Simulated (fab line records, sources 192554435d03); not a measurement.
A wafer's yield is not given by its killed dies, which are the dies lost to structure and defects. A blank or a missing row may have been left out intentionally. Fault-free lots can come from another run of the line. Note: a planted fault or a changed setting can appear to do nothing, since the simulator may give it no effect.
fab line records -- flow n5Finfet
record: lots: 5, wafers: 14, lastDay: 17
route steps=1938 shown BEOL_M7@1296
lots with no fault: from the same line, run without faults
startH: start of the lot's first displayed wafer, in hours after the record's first day -- waitH: hours elapsed since this lot's preceding step -- " same as the row above -- L1.1+2: one row covering several wafers at once -- - no value, or no start given -- * or withheld: withheld -- < > ~ a bound
route shown NAME@n: NAME is a module with steps in the file, n the number in the route of the first one -- usual: mean/standard deviation taken from wafers without a fault -- same: alike in all rows -- chamber/n: place in a boat -- sites: each site's reading -- _std_site: their standard deviation -- _edge_site: the outer-site mean with the inner-site mean subtracted -- radiusMm: for every site, how far away it sits from the centre of the wafer -- mask NAME#n: copy n -- behind: the tool/chamber that last shaped the wafer -- hold: what put the lot on hold/how long, in hours/how the hold closed -- device: transistor that didn't switch, given as n, p or np -- end of line: tests of these same wafers at the route's end -- for a step that has no rows: nothing shown but its recipe -- killed: dies that structure and defects cost at the first sort, which is not the same as the wafer's yield -- map: dies across one wafer; x = killed, . = not, _ = none there
set.NAME: the setting as run; set.NAME@STEP: as run at that earlier step -- model.NAME: the simulator's own value behind a step, which no gauge read
lots at some steps of the route; a table a step, a row a wafer
services: when a tool's chamber went out of use (startH, in hours from the record's first day, below 0 if earlier), for how many hours, and the reason
== steps ==
step: N5_BEOL_M7_CD_MEAS_28
recipe: targetCdNm: 40, landingEnergyEv: 500, detector: seInlens
usual: cdNm: 40.05/0.21
lot.wafer,tool,chamber,startH,waitH,cdNm
L188.1,cdSem-02,0,191.94,-,39.82
L188.5,cdSem-02,0,191.94,-,40.02
L188.6,cdSem-02,0,191.94,-,39.92
L190.1,cdSem-02,0,212.31,-,39.91
L190.3,cdSem-02,0,212.31,-,40.07
L190.6,cdSem-02,0,212.31,-,40.29
L198.2,cdSem-01,0,244.25,-,40.03
L198.4,cdSem-01,0,244.25,-,40.09
L209.4,cdSem-02,0,311.12,-,40.30
L209.5,cdSem-02,0,311.12,-,39.96
L209.6,cdSem-02,0,311.12,-,39.92
L210.2,cdSem-03,0,325.17,-,40.37
L210.5,cdSem-03,0,325.17,-,40.01
L210.6,cdSem-03,0,325.17,-,40.25
step: N5_BEOL_M7_OVL_MEAS_29
recipe: pointsPerWafer: 522
usual: V6_OVL: -0.2/0.63
lot.wafer,tool,chamber,startH,waitH,V6_OVL[nm]
L188.1,overlay-01,0,191.97,0.0,0.2
L188.5,overlay-01,0,191.97,0.0,-1.6
L188.6,overlay-01,0,191.97,0.0,0.1
L190.1,overlay-01,0,212.34,0.0,0.2
L190.3,overlay-01,0,212.34,0.0,-0.7
L190.6,overlay-01,0,212.34,0.0,-1.0
L198.2,overlay-01,0,244.28,0.0,0.6
L198.4,overlay-01,0,244.28,0.0,0.5
L209.4,overlay-01,0,311.20,0.1,-1.1
L209.5,overlay-01,0,311.20,0.1,-0.5
L209.6,overlay-01,0,311.20,0.1,-0.9
L210.2,overlay-01,0,325.21,0.0,-0.3
L210.5,overlay-01,0,325.21,0.0,-0.2
L210.6,overlay-01,0,325.21,0.0,-0.7
step: N5_BEOL_M7_INSPECT_30
recipe: mode: adi, inspectInstrument: brightfield
usual: rawDefectCount: 438/97
lot.wafer,tool,chamber,startH,waitH,rawDefectCount
L188.1,defectInspect-01,-,192.02,0.1,429
L188.5,defectInspect-01,-,192.02,0.1,471
L188.6,defectInspect-01,-,192.02,0.1,363
L190.1,defectInspect-02,-,212.40,0.1,490
L190.3,defectInspect-02,-,212.40,0.1,581
L190.6,defectInspect-02,-,212.40,0.1,431
L198.2,defectInspect-02,-,244.33,0.0,555
L198.4,defectInspect-02,-,244.33,0.0,464
L209.4,defectInspect-02,-,311.24,0.0,472
L209.5,defectInspect-02,-,311.24,0.0,497
L209.6,defectInspect-02,-,311.24,0.0,614
L210.2,defectInspect-02,-,325.26,0.0,564
L210.5,defectInspect-02,-,325.26,0.0,465
L210.6,defectInspect-02,-,325.26,0.0,478
step: N5_BEOL_M7_DESCUM_33
recipe: chemistry: O2, timeS: 7, sourcePowerW: 50, biasPowerW: 20, pressureMtorr: 20, rfFrequencyHz: 2.712e+07, tempC: 40, resist: CAR-EUV, o2FlowSccm: 225
usual: drypumpMotorCurrentA: 5.7/0.46, oesProductAu: 0.80/0.071, rfVppV: 243.3/1.6, showerheadPlenumPTorr: 2.10/0.081, throttleValvePct: 20.42/0.21
lot.wafer,tool,chamber,startH,waitH,drypumpMotorCurrentA,oesProductAu,rfHoursCounterH,rfVppV,showerheadPlenumPTorr,throttleValvePct
L188.1,rieDiel-05,3,193.01,1.0,5.3,0.70,235,243.4,2.06,20.32
L188.5,rieDiel-05,2,193.01,1.0,5.4,0.86,-,245.3,2.21,20.38
L188.6,rieDiel-05,1,193.01,1.0,5.3,0.87,-,245.5,2.21,20.19
L190.1,rieDiel-04,3,212.44,0.0,6.0,0.73,167,242.1,2.00,20.35
L190.3,rieDiel-04,0,212.44,0.0,6.3,0.74,185,241.5,2.09,20.40
L190.6,rieDiel-04,0,212.44,0.0,6.3,0.74,-,241.2,2.09,20.40
L198.2,rieDiel-04,2,244.37,0.0,4.8,0.72,200,242.9,2.16,20.23
L198.4,rieDiel-04,0,244.37,0.0,6.3,0.72,195,243.3,2.08,20.42
L209.4,rieDiel-03,0,311.42,0.2,5.4,0.72,-,244.0,2.07,20.60
L209.5,rieDiel-03,3,311.42,0.2,6.1,0.86,-,245.8,2.21,20.54
L209.6,rieDiel-03,1,311.42,0.2,6.0,0.70,-,242.2,1.98,20.51
L210.2,rieDiel-05,1,325.75,0.5,5.3,0.81,106,245.3,2.20,20.28
L210.5,rieDiel-05,3,325.75,0.5,5.3,0.91,-,242.2,2.05,19.99
L210.6,rieDiel-05,0,325.75,0.5,6.3,0.81,-,243.5,2.03,20.74
step: N5_BEOL_M7_ETCH_72
recipe: chemistry: N2/H2, target: underlayer, targetDepthA: 65, maskMaterial: CAR-EUV, timeS: 5.2, ionEnergyEv: 200, pressureMtorr: 30, sourceW: 840, biasW: 150, n2FlowSccm: 200, h2FlowSccm: 200, ends: cleared
step: N5_BEOL_M7_ETCH_65
recipe: chemistry: CF4, target: SiARC, targetDepthA: 156, maskMaterial: CAR-EUV, timeS: 26, ionEnergyEv: 80, pressureMtorr: 40, sourceW: 545, biasW: 36, Ar_flow_sccm: 100, cf4FlowSccm: 100, ends: cleared
step: N5_BEOL_M7_ETCH_66
recipe: chemistry: N2/H2, target: SOC, targetDepthA: 800, overetchA: 160, maskMaterial: SiARC, tempC: 40, timeS: 120, ionEnergyEv: 200, pressureMtorr: 30, sourceW: 840, biasW: 150, n2FlowSccm: 200, h2FlowSccm: 200
step: N5_BEOL_M7_STRIP_69
recipe: chemistry: N2/H2, tempC: 40, n2FlowSccm: 200, h2FlowSccm: 200, rfFrequencyHz: 6e+07
step: N5_BEOL_M7_STRIP_73
recipe: chemistry: N2/H2, tempC: 40, n2FlowSccm: 200, h2FlowSccm: 200, rfFrequencyHz: 6e+07
step: N5_BEOL_M7_VIA_ETCH_34
recipe: chemistry: C4F6/O2, target: SiCOH_lowk, targetDepthA: 1255, maskMaterial: SOC, taperDeg: 4, timeS: 50.5, ionEnergyEv: 250, pressureMtorr: 30, sourceW: 345, biasW: 185, Ar_flow_sccm: 300, C4F6_flow_sccm: 10, O2_flow_sccm: 10
step: N5_BEOL_M7_STRIP_76
recipe: chemistry: C4F6/O2, resist: SiARC, rfFrequencyHz: 6e+07
step: N5_BEOL_M7_STRIP_36
recipe: chemistry: N2/H2, powerW: 450, tempC: 40, pressureMtorr: 20, rfFrequencyHz: 6e+07, overashFraction: 0.3, biasPowerW: 7, h2Frac: 0.5, n2FlowSccm: 200, h2FlowSccm: 200
step: N5_BEOL_M7_TRENCH_ETCH_37
recipe: chemistry: C4F6/O2, targetDepthA: 934.78, target: SiCOH_lowk, timeS: 31.2, ionEnergyEv: 250, pressureMtorr: 30, sourceW: 345, biasW: 185, Ar_flow_sccm: 300, C4F6_flow_sccm: 10, O2_flow_sccm: 10
usual: drypumpMotorCurrentA: 5.7/0.46, oesProductAu: 0.80/0.071, rfVppV: 661/6.7, showerheadPlenumPTorr: 2.85/0.1, throttleValvePct: 20.93/0.22
lot.wafer,tool,chamber,startH,waitH,drypumpMotorCurrentA,oesProductAu,rfHoursCounterH,rfVppV,showerheadPlenumPTorr,throttleValvePct,model.etch.depthNm,model.BEOL_M7.featureDepthNm
L188.1,rieDiel-05,3,193.29,-,5.3,0.70,235,660,2.82,20.86,92.1,92
L188.5,rieDiel-05,2,193.29,-,5.4,0.85,-,668,2.99,20.79,94.06,94
L188.6,rieDiel-05,1,193.29,-,5.3,0.87,-,660,3.00,20.72,95.73,95.8
L190.1,rieDiel-04,3,212.71,-,6.0,0.74,168,650,2.72,20.82,94.04,94
L190.3,rieDiel-04,0,212.71,-,6.3,0.73,185,662,2.82,20.81,91.26,91.2
L190.6,rieDiel-04,0,212.71,-,6.3,0.73,-,663,2.82,20.80,91.64,91.6
L198.2,rieDiel-04,2,244.64,-,4.8,0.72,200,662,2.94,20.75,87.15,87.2
L198.4,rieDiel-04,0,244.64,-,6.3,0.72,195,662,2.82,20.83,92,92
L209.4,rieDiel-03,0,311.69,-,5.4,0.72,-,667,2.83,21.17,92.96,93
L209.5,rieDiel-03,3,311.69,-,6.0,0.87,-,664,3.02,21.12,95.51,95.6
L209.6,rieDiel-03,1,311.69,-,5.9,0.71,-,650,2.70,20.99,93.66,93.6
L210.2,rieDiel-05,1,326.02,-,5.3,0.81,106,660,2.98,20.77,95.15,95.2
L210.5,rieDiel-05,3,326.02,-,5.4,0.92,-,659,2.80,20.58,93.71,93.8
L210.6,rieDiel-05,0,326.02,-,6.3,0.81,-,664,2.76,21.23,94.84,94.8
step: N5_BEOL_M7_ETCH_41
recipe: chemistry: CH3F/O2, target: SiCN, targetDepthA: 319, taperDeg: 2, timeS: 57.8, ionEnergyEv: 120, maskMaterial: TiN, pressureMtorr: 30, sourceW: 395, biasW: 75, Ar_flow_sccm: 150, CH3F_flow_sccm: 30, O2_flow_sccm: 20
step: N5_BEOL_M7_STRIP_80
recipe: chemistry: N2/H2, timeS: 10, powerW: 450, tempC: 40, pressureMtorr: 20, rfFrequencyHz: 6e+07, biasPowerW: 7, n2FlowSccm: 200, h2FlowSccm: 200
step: N5_BEOL_M7_OCD_MEAS_38
usual: trenchDepthNm: 93.8/1.4
lot.wafer,tool,chamber,startH,waitH,trenchDepthNm
L188.1,ocd-02,-,193.44,-,92.5
L188.5,ocd-02,-,193.44,-,94.1
L188.6,ocd-02,-,193.44,-,95.3
L190.1,ocd-01,-,212.87,-,94.4
L190.3,ocd-01,-,212.87,-,91.4
L190.6,ocd-01,-,212.87,-,92.1
L198.2,ocd-01,-,244.80,-,87.0
L198.4,ocd-01,-,244.80,-,92.2
L209.4,ocd-02,-,311.83,-,92.9
L209.5,ocd-02,-,311.83,-,95.6
L209.6,ocd-02,-,311.83,-,94.0
L210.2,ocd-02,-,326.18,-,94.8
L210.5,ocd-02,-,326.18,-,93.0
L210.6,ocd-02,-,326.18,-,94.8
step: N5_BEOL_M7_HM_STRIP_39
recipe: chemistry: peroxideTinStrip, material: TiN, targetDepthA: 250, tempC: 50, timeS: 158
step: N5_BEOL_M7_SRD_40
recipe: timeS: 30, tempC: 23, rinseLiquid: diw, dry: ipaMarangoni
step: N5_BEOL_M7_PRECLEAN_42
recipe: chemistry: residueRemover, timeS: 60, tempC: 40
step: N5_BEOL_M7_SRD_43
recipe: timeS: 30, tempC: 23, rinseLiquid: diw, dry: ipaMarangoni
step: N5_BEOL_M7_CD_MEAS_35
recipe: targetCdNm: 40, polarity: opening
usual: cdNm: 40.0/0.51
lot.wafer,tool,chamber,startH,waitH,cdNm
L188.1,cdSem-01,-,193.59,0.0,40.6
L188.5,cdSem-01,-,193.59,0.0,40.6
L188.6,cdSem-01,-,193.59,0.0,40.1
L190.1,cdSem-02,-,213.02,0.0,39.5
L190.3,cdSem-02,-,213.02,0.0,39.4
L190.6,cdSem-02,-,213.02,0.0,39.0
L198.2,cdSem-03,-,244.95,0.0,39.5
L198.4,cdSem-03,-,244.95,0.0,39.9
L209.4,cdSem-02,-,311.99,0.0,39.7
L209.5,cdSem-02,-,311.99,0.0,39.8
L209.6,cdSem-02,-,311.99,0.0,40.2
L210.2,cdSem-01,-,326.34,0.0,40.6
L210.5,cdSem-01,-,326.34,0.0,40.0
L210.6,cdSem-01,-,326.34,0.0,40.5
step: N5_BEOL_M7_CURE_75
recipe: tempC: 370, timeS: 120, ambient: DMADMS/He, material: SiCOH_lowk
usual: lampPowerPct: 52.31/0.053, wafer_temp_C_max: 371.6/0.47
lot.wafer,tool,chamber,startH,waitH,lampPowerPct,wafer_temp_C_max
L188.1,uvCure-01,2,193.64,0.0,52.33,372.1
L188.5,uvCure-01,2,193.64,0.0,52.37,371.4
L188.6,uvCure-01,2,193.64,0.0,52.36,371.0
L190.1,uvCure-03,2,213.06,0.0,52.37,371.7
L190.3,uvCure-03,2,213.06,0.0,52.27,371.7
L190.6,uvCure-03,2,213.06,0.0,52.39,371.5
L198.2,uvCure-01,1,245.04,0.1,52.30,371.1
L198.4,uvCure-01,1,245.04,0.1,52.31,371.5
L209.4,uvCure-01,2,312.17,0.2,52.31,371.2
L209.5,uvCure-01,2,312.17,0.2,52.30,371.1
L209.6,uvCure-01,2,312.17,0.2,52.31,371.6
L210.2,uvCure-01,2,326.65,0.3,52.33,371.5
L210.5,uvCure-01,2,326.65,0.3,52.29,371.2
L210.6,uvCure-01,2,326.65,0.3,52.36,371.4
step: N5_BEOL_M7_DEGAS_44
recipe: ambient: vacuum, tempC: 250, timeS: 60
usual: heaterPowerW: 298/36
lot.wafer,tool,chamber,startH,waitH,heaterPowerW
L188.1,pvdSputter-03,-,194.00,0.3,259
L188.5,pvdSputter-03,-,194.00,0.3,289
L188.6,pvdSputter-03,-,194.00,0.3,256
L190.1,pvdSputter-01,-,214.74,1.6,319
L190.3,pvdSputter-01,-,214.74,1.6,252
L190.6,pvdSputter-01,-,214.74,1.6,266
L198.2,pvdSputter-02,-,245.43,0.3,310
L198.4,pvdSputter-02,-,245.43,0.3,301
L209.4,pvdSputter-03,-,312.38,0.2,284
L209.5,pvdSputter-03,-,312.38,0.2,298
L209.6,pvdSputter-03,-,312.38,0.2,254
L210.2,pvdSputter-02,-,327.19,0.4,307
L210.5,pvdSputter-02,-,327.19,0.4,330
L210.6,pvdSputter-02,-,327.19,0.4,313
step: N5_BEOL_M7_PRE_CLEAN_45
recipe: gas: H2/He, timeS: 30, tempC: 250
step: N5_BEOL_M7_ALD_77
recipe: material: TaN, targetThkA: 20, tempC: 275, aldPrecursorFamily: PDMAT, aldCoReactant: NH3, pressureTorr: 3, carrierFlowSccm: 1500, pulseTimeS: 2, purgeTimeS: 3, coReactantPurgeTimeS: 2, coReactantPulseTimeS: 3, aldCycles: 40, precursorVesselTempC: 75, precursorVesselPressureTorr: 26.25, precursorVesselCarrierSccm: 1000
usual: heaterPowerW: 435/38
same: aldCycles: 40, coReactantPurgeTimeS: 2
lot.wafer,tool,chamber,startH,waitH,heaterPowerW
L188.1,aldMetal-03,0,194.10,0.0,439
L188.5,aldMetal-03,1,194.10,0.0,390
L188.6,aldMetal-03,2,194.10,0.0,468
L190.1,aldMetal-04,2,214.93,0.1,452
L190.3,aldMetal-04,0,214.93,0.1,468
L190.6,aldMetal-04,2,214.93,0.1,436
L198.2,aldMetal-04,2,245.53,0.0,435
L198.4,aldMetal-04,0,245.53,0.0,460
L209.4,aldMetal-04,3,312.50,0.1,419
L209.5,aldMetal-04,1,312.50,0.1,467
L209.6,aldMetal-04,0,312.50,0.1,465
L210.2,aldMetal-01,1,327.32,0.1,467
L210.5,aldMetal-01,3,327.32,0.1,477
L210.6,aldMetal-01,0,327.32,0.1,430
step: N5_BEOL_M7_SURFACE_TREAT_79
recipe: gas: Ar, timeS: *, ionEnergyEv: *, ionCurrentMaCm2: 0.5, pressureMtorr: *, arFlowSccm: 30
step: N5_BEOL_M7_CVD_78
recipe: material: Co, targetThkA: 20, tempC: withheld, precursor: CCTBA/H2, pressureTorr: 30, timeS: 142.3
step: N5_BEOL_M7_SPUTTER_48
recipe: material: Cu, targetThkA: 100, tempC: -20, biasV: 60, powerW: 26000, chamberPressurePa: 0.13, timeS: 1.667
step: N5_BEOL_M7_ECD_50
recipe: material: Cu, targetThkA: 3000
step: N5_BEOL_M7_ANNEAL_51
recipe: tempC: 225, timeS: 90, ambient: N2
step: N5_BEOL_M7_CMP_52
recipe: stopOn: SiCOH_lowk, tOverpolishS: 6.9, downForcePsi: 1, platenRpm: 50, clearingPlatenDownForcePsi: 1.5, clearingPlatenRpm: 50, postCmpClean: cuAlkaline, targetThkNm: 80, clearingPlatenPadVelocityMS: 0.99484, padVelocityMS: 0.99484
usual: barrierFieldEndpointS: 29.0/0.77, motorCurrentA: 6.3/0.77, overpolishRunS: 6.902/0.01, timeToEndpointS: 62.8/2.8
lot.wafer,tool,chamber,startH,waitH,barrierFieldEndpointS,motorCurrentA,overpolishRunS,timeToEndpointS,model.Cu_of_BEOL_M7_ECD_50.thkNm
L188.1,cmp-03,0,195.99,0.8,29.1,5.7,6.901,64.1,78.4
L188.5,cmp-03,1,195.99,0.8,30.0,5.9,6.892,65.3,82.2
L188.6,cmp-03,2,195.99,0.8,30.0,7.0,6.909,66.2,82.8
L190.3,cmp-01,2,215.95,0.2,29.0,4.9,6.890,63.9,78.8
L190.1,cmp-01,1,215.95,0.2,28.3,6.2,6.915,59.2,80.4
L190.6,cmp-01,2,215.95,0.2,29.7,4.8,6.884,64.7,79
L198.4,cmp-02,2,246.69,0.2,30.2,6.6,6.900,62.4,79
L198.2,cmp-02,0,246.69,0.2,29.9,5.8,6.897,62.9,74.6
L209.4,cmp-01,0,313.61,0.2,30.0,6.9,6.899,65.0,79.8
L209.5,cmp-01,1,313.61,0.2,28.8,6.0,6.889,60.2,82
L209.6,cmp-01,2,313.61,0.2,30.1,5.0,6.891,65.1,79.8
L210.2,cmp-03,3,328.71,0.2,29.9,6.1,6.909,64.6,82.4
L210.5,cmp-03,3,328.71,0.2,29.7,6.3,6.906,64.2,81.2
L210.6,cmp-03,0,328.71,0.2,30.5,5.6,6.915,66.3,82.2
step: N5_BEOL_M7_THK_MEAS_53
recipe: thkMeasGauge: xrf, reads: Cu_of_BEOL_M7_ECD_50
usual: M7_THK: 80.2/1.6
lot.wafer,tool,chamber,startH,waitH,M7_THK[nm]
L188.1,filmMetro-01,-,196.17,-,78.4
L188.5,filmMetro-01,-,196.17,-,82.0
L188.6,filmMetro-01,-,196.17,-,82.8
L190.1,filmMetro-02,-,216.25,-,80.6
L190.3,filmMetro-02,-,216.25,-,78.6
L190.6,filmMetro-02,-,216.25,-,78.9
L198.2,filmMetro-01,-,246.95,-,74.5
L198.4,filmMetro-01,-,246.95,-,79.0
L209.4,filmMetro-02,-,313.79,-,79.5
L209.5,filmMetro-02,-,313.79,-,81.5
L209.6,filmMetro-02,-,313.79,-,79.8
L210.2,filmMetro-02,-,329.01,-,82.0
L210.5,filmMetro-02,-,329.01,-,81.4
L210.6,filmMetro-02,-,329.01,-,82.4
step: N5_BEOL_M7_PRE_CLEAN_55
recipe: gas: NH3, timeS: 15, tempC: withheld, rfPowerW: 300
step: N5_BEOL_M7_DEP_56
recipe: material: SiCN, targetThkA: 100, tempC: withheld, precursor: 3MS/NH3, pressureTorr: 3, rfW: 202, timeS: 17.5
usual: showerheadPlenumPTorr: 3.661/0.016, throttleValvePct: 9.0/0.41
lot.wafer,tool,chamber,startH,waitH,showerheadPlenumPTorr,throttleValvePct
L188.1,pecvd-01,2,196.23,0.0,3.646,8.5
L188.5,pecvd-01,2,196.23,0.0,3.649,8.4
L188.6,pecvd-01,1,196.23,0.0,3.687,9.0
L190.1,pecvd-04,1,216.31,0.0,3.664,8.6
L190.3,pecvd-04,2,216.31,0.0,3.664,8.6
L190.6,pecvd-04,1,216.31,0.0,3.660,8.5
L198.2,pecvd-04,0,247.02,0.0,3.654,9.2
L198.4,pecvd-04,1,247.02,0.0,3.657,8.4
L209.4,pecvd-01,2,313.89,0.0,3.654,9.0
L209.5,pecvd-01,1,313.89,0.0,3.687,9.2
L209.6,pecvd-01,2,313.89,0.0,3.652,8.7
L210.2,pecvd-01,2,329.07,0.0,3.649,8.8
L210.5,pecvd-01,0,329.07,0.0,3.652,9.1
L210.6,pecvd-01,1,329.07,0.0,3.682,9.2
step: N5_BEOL_M7_RS_MEAS_57
recipe: thkMeasGauge: four-point-probe, reads: Cu_of_BEOL_M7_ECD_50+Co_of_BEOL_M7_CVD_78+TaN_of_BEOL_M7_ALD_77
usual: M7_RS: 0.285/0.0065
lot.wafer,tool,chamber,startH,waitH,M7_RS[ohm/sq]
L188.1,filmMetro-01,-,196.30,0.1,0.293
L188.5,filmMetro-01,-,196.30,0.1,0.278
L188.6,filmMetro-01,-,196.30,0.1,0.275
L190.1,filmMetro-02,-,216.38,0.1,0.284
L190.3,filmMetro-02,-,216.38,0.1,0.291
L190.6,filmMetro-02,-,216.38,0.1,0.291
L198.2,filmMetro-02,-,247.11,0.1,0.310
L198.4,filmMetro-02,-,247.11,0.1,0.290
L209.4,filmMetro-01,-,313.96,0.1,0.287
L209.5,filmMetro-01,-,313.96,0.1,0.278
L209.6,filmMetro-01,-,313.96,0.1,0.287
L210.2,filmMetro-01,-,329.14,0.1,0.277
L210.5,filmMetro-01,-,329.14,0.1,0.282
L210.6,filmMetro-01,-,329.14,0.1,0.278
step: N5_BEOL_M7_INSPECT_58
recipe: inspectInstrument: darkfield, mode: postDep
usual: rawDefectCount: 71/21
lot.wafer,tool,chamber,startH,waitH,rawDefectCount
L188.1,defectInspect-02,-,196.32,0.0,72
L188.5,defectInspect-02,-,196.32,0.0,54
L188.6,defectInspect-02,-,196.32,0.0,59
L190.1,defectInspect-01,-,216.41,0.0,88
L190.3,defectInspect-01,-,216.41,0.0,68
L190.6,defectInspect-01,-,216.41,0.0,84
L198.2,defectInspect-01,-,247.14,0.0,92
L198.4,defectInspect-01,-,247.14,0.0,68
L209.4,defectInspect-02,-,313.98,0.0,37
L209.5,defectInspect-02,-,313.98,0.0,54
L209.6,defectInspect-02,-,313.98,0.0,25
L210.2,defectInspect-01,-,329.16,0.0,100
L210.5,defectInspect-01,-,329.16,0.0,64
L210.6,defectInspect-01,-,329.16,0.0,80
== services ==
tool,chamber,startH,hours,kind
aldMetal-04,3,172.03,16.8,repair
rieDiel-04,3,193.36,5.3,repair
uvCure-03,-,194.90,7.5,pm
cmp-03,-,198.27,1.0,repair
aldMetal-03,-,206.57,4.3,pm
rieDiel-04,3,210.71,1.6,repair
aldMetal-01,0,211.37,11.5,repair
aldMetal-01,1,217.23,12.6,repair
pecvd-04,2,239.49,10.0,repair
rieDiel-05,1,245.40,1.7,repair
aldMetal-04,-,264.02,2.8,pm
rieDiel-04,2,270.32,2.7,repair
uvCure-01,-,272.45,1.2,repair
cmp-01,-,272.53,4.6,pm
cmp-03,-,282.73,4.0,pm
rieDiel-04,2,293.38,3.7,repair
uvCure-01,-,301.21,7.1,pm
cmp-01,-,303.39,0.9,repair
pecvd-01,0,308.57,10.3,repair
cmp-03,-,310.68,2.1,pm
uvCure-01,-,315.45,0.8,repair
cmp-03,-,321.71,1.7,repair
pecvd-04,-,324.79,6.0,pm
cmp-01,-,328.46,8.8,repair
== key ==
firstSign: step: N5_BEOL_M7_OCD_MEAS_38, reading: trenchDepthNm, direction: down, sigmas: 4.8, usual: 93.8, struck: 87.0
effect: step: N5_BEOL_M7_THK_MEAS_53, reading: M7_THK, direction: down, sigmas: 3.7, usual: 80.2, struck: 74.5
effect: step: N5_BEOL_M7_RS_MEAS_57, reading: M7_RS, direction: up, sigmas: 3.7, usual: 0.285, struck: 0.310
modelEffect: step: N5_BEOL_M7_TRENCH_ETCH_37, value: etch.depthNm, without: 92.67, struck: 87.15
modelEffect: step: N5_BEOL_M7_CMP_52, value: Cu_of_BEOL_M7_ECD_50.thkNm, without: 80.2, struck: 74.6
metAt N5_BEOL_M7_TRENCH_ETCH_37
struckWafers L198.2
onsetBetween 212.71 244.64
fault: kind: processParameterDrift, tool: rieDiel-04, chamber: -, onsetH: 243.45, steps: N5_BEOL_M7_TRENCH_ETCH_37, channel: timeS, offset: *, shape: step, endH: 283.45, scope: struckWafersOnly, actsIn: *, stated: *
